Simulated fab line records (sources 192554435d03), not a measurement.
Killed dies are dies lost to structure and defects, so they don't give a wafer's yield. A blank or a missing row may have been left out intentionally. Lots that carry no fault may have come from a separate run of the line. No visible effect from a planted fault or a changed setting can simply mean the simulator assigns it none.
Split-lot study -- flow n5 finfet -- 21 wafers read from 7 lots, route of 1938 steps

THE SPLIT
At N5_BEOL_M5_COAT_22 (resist thk 30 nm), the setting spin rpm was moved away from the recipe's 1500 rpm on 5 of the 21 wafers read, by -5.5% to +10.9%. For the rest of the wafers, this setting stayed at what the recipe calls for.

FROM THE SPLIT TO THE READING: what the file shows between them, 2 steps
- N5_BEOL_M5_EBR_24
- N5_BEOL_M5_SOFTBAKE_23: time 60 s

THE READING
CAR-EUV_of_BEOL_M5_COAT_22.thk nm (the simulator's own value, which no gauge read), in nm, at N5_BEOL_M5_DESCUM_33 (chemistry O2, time 7 s). No usual value for it is given in the file. Across the 16 wafers here that went through the recipe, the average is 26.1 nm and the standard deviation 0.1 nm.

wafer,"tool, chamber at the split","spin rpm as run, rpm",against the recipe,"CAR-EUV_of_BEOL_M5_COAT_22.thk nm, nm",against lot-mates on the recipe
L077.2,"litho track-03, 0",1645,+9.7%,24.8,-1.2
L077.3,"litho track-03, 0",1500,recipe,26,-
L077.4,"litho track-03, 0",1500,recipe,26,-
L076.1,"litho track-03, 0",1500,recipe,26.2,-
L076.3,"litho track-03, 0",1500,recipe,26.2,-
L076.5,"litho track-03, 0",1500,recipe,26,-
L080.1,"litho track-03, 0",1500,recipe,26,-
L080.3,"litho track-03, 0",1500,recipe,26,-
L080.6,"litho track-03, 0",1500,recipe,26,-
L085.1,"litho track-04, 0",1500,recipe,26.2,-
L085.6,"litho track-04, 0",1500,recipe,26.2,-
L085.3,"litho track-04, 0",1552,+3.5%,25.8,-0.4
L088.2,"litho track-05, 0",1417,-5.5%,27,+0.8
L088.4,"litho track-05, 0",1500,recipe,26.2,-
L088.6,"litho track-05, 0",1500,recipe,26.2,-
L093.3,"litho track-05, 0",1500,recipe,26.2,-
L093.6,"litho track-05, 0",1500,recipe,26.2,-
L093.4,"litho track-05, 0",1457,-2.9%,26.4,+0.2
L095.1,"litho track-03, 0",1664,+10.9%,24.4,-1.6
L095.2,"litho track-03, 0",1500,recipe,26,-
L095.4,"litho track-03, 0",1500,recipe,26,-

THE FIT
A straight line over all 21 wafers: CAR-EUV_of_BEOL_M5_COAT_22.thk nm changes by -0.145 nm for each +1% of spin rpm; r = -0.98; the points scatter about the line by 0.11 nm.
The same after taking each lot's own level away (the mean of its wafers on the recipe; 21 wafers): -0.134 nm for each +1%; r = -0.99; scatter 0.071 nm.
The reading moves by 1.5 nm for the largest change in spin rpm, on that fit.
From 26.00 to 26.20 nm: that is the span of the lots' own levels, equal to 2.0 times the standard deviation above.
Consequently the slope shifts little with the lot-to-lot level, the two slopes agreeing.
Check: for one of the wafers moved furthest among these (+10.9%), held out of the fit, the line's prediction against its lot-mates is -1.36 nm. Against them it came out at -1.6 nm.

FURTHER SPLITS ON THESE WAFERS
Other splits were also applied to these wafers ahead of the reading. Each is held against what the fit with the lots' levels taken away leaves over:
other split on the same wafers,wafers away from the commonest value,r with CAR-EUV_of_BEOL_M5_COAT_22.thk nm (lot level and that fit taken away)
N5_BEOL_M0_SAQP_SPACER1_ALD_98 ald cycles,7,-0.36
N5_BEOL_M0_TRENCH_ETCH_107 target depth a,8,-0.01
N5_BEOL_M2_EXPOSE_25 dose mj,8,-0.03
N5_BEOL_M3_HM_DEP_02 target thk a,6,+0.05
N5_BEOL_M3_COAT_05 spin rpm,7,+0.02
N5_BEOL_M3_ETCH_70 source w,8,-0.12
N5_BEOL_M5_COAT_71 spin rpm,7,+0.07

THE WHOLE CHAIN: every reading that the file lists as answering this split, in the file's order
step,what it does,reading,change (the file's fit),r (the file's)
N5_BEOL_M5_COAT_22,resist thk 30 nm,"CAR-EUV_of_BEOL_M5_COAT_22.thk nm (the simulator's own value, which no gauge read)",-0.139 nm for each +1% of the setting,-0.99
N5_BEOL_M5_DESCUM_33,"chemistry O2, time 7 s","CAR-EUV_of_BEOL_M5_COAT_22.thk nm (the simulator's own value, which no gauge read)",-0.134 nm for each +1% of the setting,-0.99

FILE'S OWN FIT
CAR-EUV_of_BEOL_M5_COAT_22.thk nm changes by -0.134 nm for each +1% of spin rpm, r = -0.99.
